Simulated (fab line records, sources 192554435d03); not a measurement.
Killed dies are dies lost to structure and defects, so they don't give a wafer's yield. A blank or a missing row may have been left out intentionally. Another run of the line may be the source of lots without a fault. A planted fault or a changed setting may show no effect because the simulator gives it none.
A struck lot beside a sound one	flow n5-finfet	14 out of 1938 route steps
Sound: wafers L901.1, L901.3, L901.4. Struck: wafer L903.3 (L903.1, L903.6, from the same lot, were not struck and are left out); the cause is given at the end.
Per side, at each step with rows, come the tool, then ch with its chambers, and then its first start. Under that, the readings that differ: sound wafers	struck wafers	difference of the means	sigmas: that difference in standard deviations of wafers without a fault.
alike: words and numbers the same on both sides, and readings whose means are apart by under 2 such deviations; not compared: readings that were withheld, readings missing a value for some wafer, numbers with overlapping values and no deviation given by the record, and bounds like >300 which may hide the same value.
A row with sigmas, a row that says differs or no value, or rows on one side alone: a step with any of these is where the two part. Non-overlapping numbers with no deviation appear without sigmas and do not part them. A reading missing from all wafers of one side parts the sides only when that side holds two or more wafers.

first, 1 step without rows for these wafers: N5_BEOL_M15_DESCUM_33 (chemistry O2, time 7.9 s).
N5_BEOL_M15_ETCH_61: etches BARC in N2/H2, target depth 89 nm, overetch 26.7 nm, time 67.9 s.
  sound on rie-diel-06 ch 0,2,3, day 13 11:18; struck on rie-diel-06 ch 1, day 15 00:44
reading	sound	struck	difference	sigmas
drypump-motor-current-A (A)	5.7 5.7 5.2	6.5	+1.0	+2
oes-product-au (a.u.)	0.61 0.60 0.65	0.79	+0.17	+3
rf-vpp-V (V)	525.7 525.4 522.2	520.2	-4.2	-2
  alike: showerhead-plenum-p-Torr, throttle-valve-pct
  not compared: rf-hours-counter-h
then, 1 step without rows for these wafers: N5_BEOL_M15_TRENCH_ETCH_34 (etches SiO2 in C4F8/O2/Ar, target depth 872.93 nm, time 199 s).
N5_BEOL_M15_STRIP_36: strips in O2.
  sound on rie-diel-06 ch 0,2,3, day 13 12:51; struck on rie-diel-02 ch 3, day 15 03:14
  alike: drypump-motor-current-A, oes-product-au, rf-vpp-V, showerhead-plenum-p-Torr, throttle-valve-pct
  not compared: rf-hours-counter-h
then, 1 step without rows for these wafers: N5_BEOL_M15_STRIP_62 (strips in O2).
N5_BEOL_M15_STRIP_37: strips in O2.
  sound: rie-diel-06 ch 0,2,3; struck: rie-diel-02 ch 3
reading	sound	struck	difference	sigmas
throttle-valve-pct (%)	16.72 16.91 16.95	16.39	-0.47	-2
  alike: drypump-motor-current-A, oes-product-au, rf-vpp-V, showerhead-plenum-p-Torr
  not compared: rf-hours-counter-h
then, 4 steps without rows for these wafers: N5_BEOL_M15_ETCH_38 (etches SiCN in CF4/N2, target depth 106.4 nm, time 120.5 s); N5_BEOL_M15_PRECLEAN_39 (cleans in residue remover, time 60 s); N5_BEOL_M15_SRD_40 (time 30 s, dry time 30 s); N5_BEOL_M15_DEGAS_41 (time 60 s).
N5_BEOL_M15_PRE_CLEAN_42: time 30 s.
  struck on pvd-sputter-03, day 15 03:37; sound on pvd-sputter-01, day 13 13:31
  alike: heater-power-w
N5_BEOL_M15_SPUTTER_43: material TaN, target thk 15 nm, time 24.19 s.
  struck on pvd-sputter-03, day 15 03:40; sound on pvd-sputter-01, day 13 13:34
reading	sound	struck	difference	sigmas
model.TaN_of_BEOL_M15_SPUTTER_43.thk-nm (nm)	15 14.8 14.8	12.6	-2.3	
  alike: cathode-dc-power-W, substrate-temp-c, throttle-valve-pct
N5_BEOL_M15_SPUTTER_44: material Ta, target thk 15 nm, time 24.19 s.
  struck on pvd-sputter-03, day 15 03:44; sound on pvd-sputter-01, day 13 13:38
  alike: cathode-dc-power-W, substrate-temp-c, throttle-valve-pct
N5_PASSIVATION_PROBE_49:
  the record has rows for the struck wafers here (prober-01, day 15 18:07) and none for the sound ones

== WHERE THEY PART ==
Earliest at N5_BEOL_M15_ETCH_61; latest, in this record, at N5_PASSIVATION_PROBE_49.

WHY: whatever the simulator had introduced
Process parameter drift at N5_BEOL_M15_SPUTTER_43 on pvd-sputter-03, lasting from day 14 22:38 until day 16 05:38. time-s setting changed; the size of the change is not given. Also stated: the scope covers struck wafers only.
